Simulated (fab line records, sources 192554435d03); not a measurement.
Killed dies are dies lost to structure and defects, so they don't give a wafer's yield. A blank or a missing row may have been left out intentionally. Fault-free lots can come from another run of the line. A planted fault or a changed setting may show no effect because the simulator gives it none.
fab line records	flow n5-finfet
record: lots: 9	wafers: 25	last-day: 20
route steps=1938 shown BEOL_M1@799 BEOL_M4@1111 PASSIVATION@1936
lots untouched by any fault: they come from a run of this same line in which no faults occurred
start-h: hours from the record's opening day to when the first of the lot's shown wafers began	wait-h: hours elapsed since this lot's preceding step	" the same as in the row above	L1.1+2: one row covering several wafers at once	- no value, or no start given	* or withheld: withheld	< > ~ a bound
route shown NAME@n: a module of which the file shows steps, and the number in the route of the first	usual: mean/standard deviation of fault-free wafers	same: alike in all rows	chamber/n: place in a boat	sites: the reading at each site	_std_site: their standard deviation	_edge_site: the outer-site mean with the inner-site mean subtracted	radius-mm: for every site, how far away it sits from the centre of the wafer	mask NAME#n: copy n	behind: tool/chamber where the wafer was last shaped	hold: cause of the lot's hold/its duration in hours/its outcome	device: whichever transistor did not switch (one of n, p or np)	end of line: the route-end tests of the same wafers	a step without rows: its recipe alone	killed: count of dies lost to structure and defects at first sort (not the wafer's yield)	map: a wafer's dies, marking killed ones x, the rest . and places with no die _
set.NAME: the setting that was run; set.NAME@STEP: the one run at that earlier step	model.NAME: the simulator's own value behind a step, which no gauge read
the route's steps for a sample of lots (tables are steps, rows are wafers)
services: the hour from which a tool's chamber was out of use, counted from the record's first day as start-h (under 0 if before that day), plus the number of hours and why
== steps ==
step: N5_BEOL_M1_STRIP_36
recipe: chemistry: N2/H2	power-w: 450	temp-c: 40	pressure-mtorr: 20	rf-frequency-hz: 6e+07	overash-fraction: 0.3	bias-power-w: 7	h2-frac: 0.5	n2-flow-sccm: 200	h2-flow-sccm: 200
usual: drypump-motor-current-A: 5.7/0.42	oes-product-au: 0.78/0.091	rf-vpp-V: 59.2/1.6	showerhead-plenum-p-Torr: 2.51/0.077	throttle-valve-pct: 23.77/0.19
lot.wafer	tool	chamber	start-h	wait-h	drypump-motor-current-A	oes-product-au	rf-hours-counter-h	rf-vpp-V	showerhead-plenum-p-Torr	throttle-valve-pct
L868.2	rie-diel-02	2	126.69	0.0	6.1	0.90	47	56.7	2.48	23.63
L868.5	"	1	"	"	5.6	0.75	-	58.2	2.44	23.94
L868.6	"	2	"	"	6.1	0.89	-	60.1	2.48	23.65
L870.1	rie-diel-02	0	139.82	0.0	4.8	0.69	243	58.2	2.60	24.00
L870.2	"	2	"	"	6.1	0.88	52	58.7	2.47	23.66
L870.4	"	0	"	"	4.8	0.70	-	58.7	2.60	23.99
L876.4	rie-diel-02	2	220.99	0.0	6.0	0.85	68	59.0	2.47	23.69
L876.5	"	0	"	"	4.8	0.97	-	60.3	2.60	23.63
L877.4	rie-diel-02	2	224.70	0.0	6.1	0.86	69	57.7	2.47	23.70
L877.6	"	0	"	"	4.8	0.98	-	57.7	2.59	23.61
L883.2	rie-diel-05	2	274.95	0.0	6.2	0.91	29	58.3	2.48	23.50
L883.4	"	3	"	"	6.4	0.74	168	58.0	2.52	23.94
L883.5	"	3	"	"	6.4	0.75	-	57.6	2.52	23.95
L887.1	rie-diel-05	0	283.09	0.0	5.8	0.69	234	61.7	2.50	23.58
L887.3	"	3	"	"	6.4	0.75	170	59.9	2.52	23.96
L887.5	"	1	"	"	5.4	0.88	-	62.5	2.58	23.58
L890.1	rie-diel-05	2	310.73	0.0	6.2	0.89	38	60.4	2.48	23.52
L890.2	"	3	"	"	6.4	0.75	180	59.8	2.52	23.97
L890.3	"	0	"	"	5.8	0.67	245	60.9	2.49	23.58
L889.1	rie-diel-02	0	310.73	0.0	4.8	0.93	28	59.9	2.58	23.66
L889.2	"	2	"	"	6.1	0.83	95	61.3	2.46	23.74
L889.4	"	3	"	"	5.9	0.71	211	61.3	2.41	23.80
L891.4	rie-diel-02	1	311.98	0.0	5.6	0.72	192	57.3	2.42	24.03
L891.5	"	2	"	"	6.1	0.82	-	58.9	2.46	23.74
L891.6	"	3	"	"	5.9	0.70	-	59.8	2.41	23.80
step: N5_BEOL_M1_TRENCH_ETCH_37
recipe: chemistry: C4F6/O2	target-depth-a: 552.07	target: SiOC	time-s: 29	ion-energy-ev: 250	pressure-mtorr: 30	source-w: 355	bias-w: 185	Ar_flow_sccm: 300	C4F6_flow_sccm: 10	O2_flow_sccm: 10
usual: bias-w: 185.0/0.56	drypump-motor-current-A: 5.7/0.42	oes-product-au: 0.78/0.091	rf-fwd-power-W: 350.7/1.3	rf-vpp-V: 664/5.7	showerhead-plenum-p-Torr: 2.81/0.082	throttle-valve-pct: 20.92/0.17
lot.wafer	tool	chamber	start-h	wait-h	bias-w	drypump-motor-current-A	oes-product-au	rf-fwd-power-W	rf-hours-counter-h	rf-vpp-V	showerhead-plenum-p-Torr	throttle-valve-pct
L868.2	rie-diel-02	2	126.73	-	184.8	6.0	0.88	350.8	47	666	2.79	20.88
L868.5	"	1	"	"	185.0	5.6	0.76	350.7	-	658	2.73	21.05
L868.6	"	2	"	"	185.4	6.0	0.88	351.2	-	665	2.79	20.87
L870.1	rie-diel-02	0	139.86	-	184.5	4.8	0.68	351.5	243	665	2.91	21.12
L870.2	"	2	"	"	184.6	6.1	0.86	350.4	52	666	2.78	20.89
L870.4	"	0	"	"	185.0	4.8	0.68	350.7	-	665	2.91	21.10
L876.4	rie-diel-02	2	221.03	-	185.6	6.1	1.15	349.3	68	663	2.78	20.96
L876.5	"	0	"	"	184.9	4.8	1.33	353.2	-	664	2.90	20.82
L877.4	rie-diel-02	2	224.74	-	184.6	6.0	1.14	350.3	69	665	2.78	20.97
L877.6	"	0	"	"	184.7	4.8	0.98	351.5	-	665	2.90	20.76
L883.2	rie-diel-05	2	274.99	-	184.4	6.2	0.91	351.8	29	667	2.79	20.88
L883.4	"	3	"	"	185.9	6.4	0.75	349.9	168	670	2.84	21.19
L883.5	"	3	"	"	184.6	6.4	0.75	349.0	-	671	2.84	21.19
L887.1	rie-diel-05	0	283.13	-	185.6	5.8	0.67	349.0	234	664	2.81	20.72
L887.3	"	3	"	"	185.3	6.4	0.75	348.6	170	670	2.83	21.20
L887.5	"	1	"	"	184.9	5.4	0.86	349.1	-	671	2.89	20.65
L890.1	rie-diel-05	2	310.77	-	185.1	6.2	0.89	352.9	38	667	2.79	20.85
L890.2	"	3	"	"	185.2	6.4	0.74	349.7	180	670	2.83	21.21
L890.3	"	0	"	"	185.1	5.8	0.67	348.5	245	662	2.81	20.75
L889.1	rie-diel-02	0	310.77	-	184.4	4.8	0.92	352.8	28	663	2.89	20.77
L889.2	"	2	"	"	183.7	6.0	0.82	348.8	95	666	2.77	20.94
L889.4	"	3	"	"	185.5	5.9	0.70	351.1	211	652	2.71	20.83
L891.4	rie-diel-02	1	312.02	-	185.4	5.6	0.73	351.4	192	657	2.71	21.11
L891.5	"	2	"	"	184.4	6.1	0.83	349.7	-	664	2.77	20.95
L891.6	"	3	"	"	184.8	5.9	0.71	351.3	-	650	2.71	20.82
step: N5_BEOL_M1_OCD_MEAS_38
usual: trench-depth-nm: 55.2/0.88
lot.wafer	tool	chamber	start-h	wait-h	trench-depth-nm
L868.2	ocd-01	-	126.88	-	55.4
L868.5	"	-	"	"	54.7
L868.6	"	-	"	"	55.6
L870.1	ocd-02	-	140.02	-	53.4
L870.2	"	-	"	"	55.1
L870.4	"	-	"	"	54.3
L876.4	ocd-02	-	221.19	-	86.0
L876.5	"	-	"	"	86.1
L877.4	ocd-01	-	224.90	-	86.3
L877.6	"	-	"	"	56.5
L883.2	ocd-01	-	275.15	-	55.3
L883.4	"	-	"	"	55.8
L883.5	"	-	"	"	55.7
L887.1	ocd-02	-	283.28	-	53.7
L887.3	"	-	"	"	55.6
L887.5	"	-	"	"	55.6
L890.1	ocd-01	-	310.92	-	55.2
L890.2	"	-	"	"	55.2
L890.3	"	-	"	"	53.4
L889.1	ocd-02	-	310.93	-	57.0
L889.2	"	-	"	"	56.3
L889.4	"	-	"	"	54.9
L891.4	ocd-01	-	312.18	-	55.1
L891.5	"	-	"	"	56.2
L891.6	"	-	"	"	54.7
step: N5_BEOL_M1_CD_MEAS_35
recipe: target-cd-nm: 18	target-cd-y-nm: 21	polarity: opening
usual: cd-nm: 18.00/0.27
lot.wafer	tool	chamber	start-h	wait-h	cd-nm
L868.2	cd-sem-01	-	127.04	0.0	18.61
L868.5	"	-	"	"	18.17
L868.6	"	-	"	"	17.68
L870.1	cd-sem-02	-	140.17	0.0	18.33
L870.2	"	-	"	"	18.20
L870.4	"	-	"	"	18.18
L876.4	cd-sem-01	-	221.34	0.0	19.24
L876.5	"	-	"	"	18.89
L877.4	cd-sem-03	-	225.05	0.0	18.38
L877.6	"	-	"	"	18.14
L883.2	cd-sem-03	-	275.31	0.0	18.52
L883.4	"	-	"	"	17.74
L883.5	"	-	"	"	17.92
L887.1	cd-sem-02	-	283.44	0.0	18.21
L887.3	"	-	"	"	18.28
L887.5	"	-	"	"	18.15
L890.1	cd-sem-03	-	311.08	0.0	17.93
L890.2	"	-	"	"	17.75
L890.3	"	-	"	"	17.75
L889.1	cd-sem-02	-	311.09	0.0	17.75
L889.2	"	-	"	"	17.51
L889.4	"	-	"	"	17.82
L891.4	cd-sem-01	-	312.34	0.0	18.07
L891.5	"	-	"	"	18.42
L891.6	"	-	"	"	18.10
step: N5_BEOL_M1_PRE_CLEAN_45
recipe: gas: H2/He	time-s: 30	temp-c: 250
usual: heater-power-w: 334/37	susceptor-temp-C: 250.00/0.17
lot.wafer	tool	chamber	start-h	wait-h	heater-power-w	susceptor-temp-C
L868.2	pvd-sputter-03	-	127.61	0.0	289	249.57
L868.5	"	-	"	"	285	249.89
L868.6	"	-	"	"	285	250.07
L870.1	pvd-sputter-02	-	140.49	0.0	351	250.07
L870.2	"	-	"	"	386	250.15
L870.4	"	-	"	"	330	250.00
L876.4	pvd-sputter-01	-	221.95	0.0	350	249.75
L876.5	"	-	"	"	337	249.89
L877.4	pvd-sputter-02	-	225.25	0.0	384	250.19
L877.6	"	-	"	"	330	249.96
L883.2	pvd-sputter-01	-	276.02	0.0	418	249.79
L883.4	"	-	"	"	353	250.16
L883.5	"	-	"	"	337	249.89
L887.1	pvd-sputter-03	-	283.56	0.0	341	249.92
L887.3	"	-	"	"	284	250.02
L887.5	"	-	"	"	287	250.10
L890.1	pvd-sputter-02	-	311.16	0.0	377	249.67
L890.2	"	-	"	"	377	249.76
L890.3	"	-	"	"	349	249.99
L889.1	pvd-sputter-03	-	311.18	0.0	311	250.26
L889.2	"	-	"	"	291	250.07
L889.4	"	-	"	"	334	250.10
L891.4	pvd-sputter-03	-	312.53	0.0	292	249.84
L891.5	"	-	"	"	326	249.99
L891.6	"	-	"	"	305	250.02
step: N5_BEOL_M4_RC_MEAS_101
usual: DIBL_N: 36.5/1.2	DIBL_P: 36.5/1.6	IOFF_N: 0.162/0.023	IOFF_P: 0.221/0.03	ION_N: 678/8	ION_P: 466/6.3	SS_N: 71.6/0.46	SS_P: 73.3/0.57	VT_N: 249.2/2.6	VT_P: -249/3.3
lot.wafer	tool	chamber	start-h	wait-h	DIBL_N[mV/V]	DIBL_P[mV/V]	IOFF_N[nA/um]	IOFF_P[nA/um]	ION_N[uA/um]	ION_P[uA/um]	SS_N[mV/dec]	SS_P[mV/dec]	VT_N[mV]	VT_P[mV]
L868.2	prober-02	0	183.81	0.3	38.6	36.2	0.178	0.225	683	463	71.8	73.7	247.0	-252
L868.5	"	0	"	"	36.6	34.8	0.144	0.207	665	460	71.2	73.2	249.8	-250
L868.6	"	0	"	"	37.1	34.5	0.149	0.197	679	463	72.2	72.9	249.5	-252
L870.1	prober-02	0	242.59	0.4	35.9	36.2	0.143	0.197	676	470	71.2	73.5	251.3	-252
L870.2	"	0	"	"	38.2	38.8	0.187	0.249	691	468	71.9	74.2	247.9	-249
L870.4	"	0	"	"	34.9	34.9	0.126	0.177	664	458	71.0	73.4	253.5	-254
L877.6	prober-02	0	266.07	0.8	38.1	37.2	0.179	0.227	678	468	72.0	72.6	247.2	-252
L883.2	prober-02	0	312.46	0.2	36.4	36.0	0.158	0.192	674	459	72.3	73.2	247.5	-252
L883.4	"	0	"	"	35.2	34.9	0.139	0.184	671	460	71.1	73.0	249.5	-252
L883.5	"	0	"	"	35.3	34.5	0.131	0.173	667	463	71.5	72.2	254.4	-253
L887.1	prober-02	0	324.15	0.0	38.8	39.4	0.225	0.302	700	475	72.1	74.0	243.9	-244
L887.3	"	0	"	"	36.4	36.0	0.173	0.244	682	471	71.6	72.6	246.0	-245
L887.5	"	0	"	"	38.4	38.4	0.204	0.288	687	479	71.8	74.0	246.0	-244
L890.1	prober-02	0	357.87	0.0	36.5	36.1	0.189	0.268	692	478	71.5	73.4	246.6	-241
L890.2	"	0	"	"	34.9	33.7	0.157	0.225	680	474	71.4	72.5	248.0	-245
L890.3	"	0	"	"	34.3	34.0	0.154	0.230	686	477	71.4	72.6	248.0	-246
L889.1	prober-02	0	361.53	0.0	37.5	37.2	0.169	0.210	675	462	72.1	73.1	250.7	-251
L889.2	"	0	"	"	37.1	36.5	0.147	0.203	669	462	72.0	72.9	251.4	-249
L889.4	"	0	"	"	35.6	34.3	0.125	0.176	668	459	70.9	73.2	253.9	-252
L891.4	prober-02	0	367.87	0.5	38.1	38.1	0.181	0.251	678	468	72.3	74.5	248.3	-249
L891.5	"	0	"	"	37.7	36.9	0.170	0.233	691	469	72.2	74.4	249.1	-247
L891.6	"	0	"	"	39.2	38.9	0.206	0.258	690	463	72.1	73.9	245.9	-249
step: N5_PASSIVATION_PROBE_49
usual: defect-limited-yield: 91.2/1.3	killed_at_M0_to_M3: 34/9.2	killed_at_M4_up: 14/5	killed-at-contacts: 13/6.7	killed-at-front-end: 39/12	killed-at-other: 4/3.3	killed-dies: 104/15	killed-on-rim: 14/3.7	killed-open: 68/12	killed-short: 34/7.5	sort_bin_5_function: 5.2/0.87	sort_bin_6_memory: 3.3/0.63	sort-n-pass: 1076/15	sort-yield-pct: 91.2/1.3
same: gross-dies: 1180	killed-at-back-side: 0	sort_bin_4_leakage[%]: 0	sort_bin_8_speed[%]: 0
lot.wafer	tool	chamber	start-h	wait-h	defect-limited-yield[%]	killed_at_M0_to_M3	killed_at_M4_up	killed-at-contacts	killed-at-front-end	killed-at-other	killed-dies	killed-on-rim	killed-open	killed-short	sort_bin_5_function[%]	sort_bin_6_memory[%]	sort-n-pass	sort-yield-pct[%]
L876.4	prober-01	-	361.05	0.2	4.2	1065	30	6	23	7	1131	145	81	34	5.6	3.9	49	4.2
L876.5	prober-01	-	361.10	0.2	4.2	1053	13	20	38	7	1131	149	67	38	5.4	3.1	49	4.2
L877.4	prober-02	-	369.70	0.2	5.0	1011	19	20	71	0	1121	151	84	48	6.4	3.9	59	5.0
L877.6	prober-02	-	369.80	0.3	91.7	29	13	15	40	1	98	12	71	26	4.1	3.8	1082	91.7
killed by level:class
L876.4 BEOL_M1:area-etch=1016 BEOL_M2:geometric-particle:open=16 BEOL_M4:geometric-particle:open=12 BEOL_M3:geometric-particle:open=7 MOL_CONTACT_COAG:geometric-particle:open=5 BEOL_M0_SAQP:geometric-particle:open=5 BEOL_M0_SAQP:geometric-particle:short=5 BEOL_M1:geometric-particle:open=5
L876.5 BEOL_M1:area-etch=1024 MOL_CONTACT_COAG:geometric-particle:open=18 BEOL_M2:geometric-particle:open=8 DUMMY_GATE:geometric-particle:open=7 FIN_SAQP:geometric-particle:short=6 BEOL_M0_SAQP:geometric-particle:short=6 STI_FIN_REVEAL:geometric-particle:open=5 BEOL_M1:geometric-particle:open=4
L877.4 BEOL_M1:area-etch=989 FIN_SAQP:geometric-particle:open=22 FIN_SAQP:geometric-particle:short=15 STI_FIN_REVEAL:geometric-particle:open=14 MOL_CONTACT_COAG:geometric-particle:open=12 MOL_CONTACT_COAG:geometric-particle:short=8 GATE_CUT:geometric-particle:short=5 BEOL_M5:geometric-particle:open=5
L877.6 FIN_SAQP:geometric-particle:open=13 MOL_CONTACT_COAG:geometric-particle:open=12 BEOL_M3:geometric-particle:open=9 GATE_CUT:geometric-particle:open=6 GATE_CUT:geometric-particle:short=5 BEOL_M0_SAQP:geometric-particle:short=5 BEOL_M0_SAQP:geometric-particle:open=5 BEOL_M0:geometric-particle:open=4
== services ==
tool	chamber	start-h	hours	kind
rie-diel-02	1	107.68	15.5	repair
rie-diel-02	2	107.69	2.9	repair
rie-diel-05	2	115.16	-	clean
pvd-sputter-01	-	127.38	0.8	repair
rie-diel-02	-	151.09	15.6	pm
rie-diel-05	-	153.22	28.1	pm
rie-diel-02	0	173.56	-	clean
rie-diel-02	0	173.56	-	consumable-replace:focus-ring
rie-diel-02	0	173.56	25.7	scheduled-down
rie-diel-02	0	173.56	25.7	vent-cycle
pvd-sputter-03	-	188.94	5.9	repair
rie-diel-05	3	189.24	1.3	repair
pvd-sputter-02	-	202.44	2.8	repair
rie-diel-05	-	207.38	2.6	repair
pvd-sputter-03	-	211.08	3.7	repair
rie-diel-05	1	213.83	14.7	repair
rie-diel-05	-	217.62	0.7	repair
rie-diel-05	3	227.96	6.0	repair
rie-diel-05	1	229.85	2.6	repair
rie-diel-02	-	241.35	2.8	pm
rie-diel-05	0	249.90	1.2	repair
rie-diel-02	3	250.98	4.4	repair
rie-diel-05	2	281.14	7.1	repair
rie-diel-02	0	294.77	12.3	repair
== key ==
first-sign: step: N5_BEOL_M1_TRENCH_ETCH_37	reading: oes-product-au	direction: up	sigmas: 4.7	usual: 0.78	struck: 1.21
effect: step: N5_BEOL_M1_OCD_MEAS_38	reading: trench-depth-nm	direction: up	sigmas: 35	usual: 55.2	struck: 86.1
effect: step: N5_PASSIVATION_PROBE_49	reading: killed_at_M0_to_M3	direction: up	sigmas: 99+	usual: 34	struck: 1043
more-kills-born-at: N5_BEOL_M1_TRENCH_ETCH_37@rie-diel-02: 3029
met-at N5_BEOL_M1_TRENCH_ETCH_37
struck-lots L876,L877
struck-wafers L876.4,L876.5,L877.4
later-rows-left-out L876.4,L876.5,L877.4
not-acting-at N5_BEOL_M1_STRIP_36,N5_BEOL_M1_CD_MEAS_35,N5_BEOL_M1_PRE_CLEAN_45
onset-between 139.86 221.03
fault: kind: process-parameter-drift	tool: rie-diel-02	chamber: -	onset-h: 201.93	steps: N5_BEOL_M1_TRENCH_ETCH_37	channel: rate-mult	offset: 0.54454	shape: step	end-h: 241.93	scope: struck-wafers-only
later-rows-left-out: the simulator's readings of these wafers behind a module that went badly wrong aren't trusted and aren't shown, but for the sort
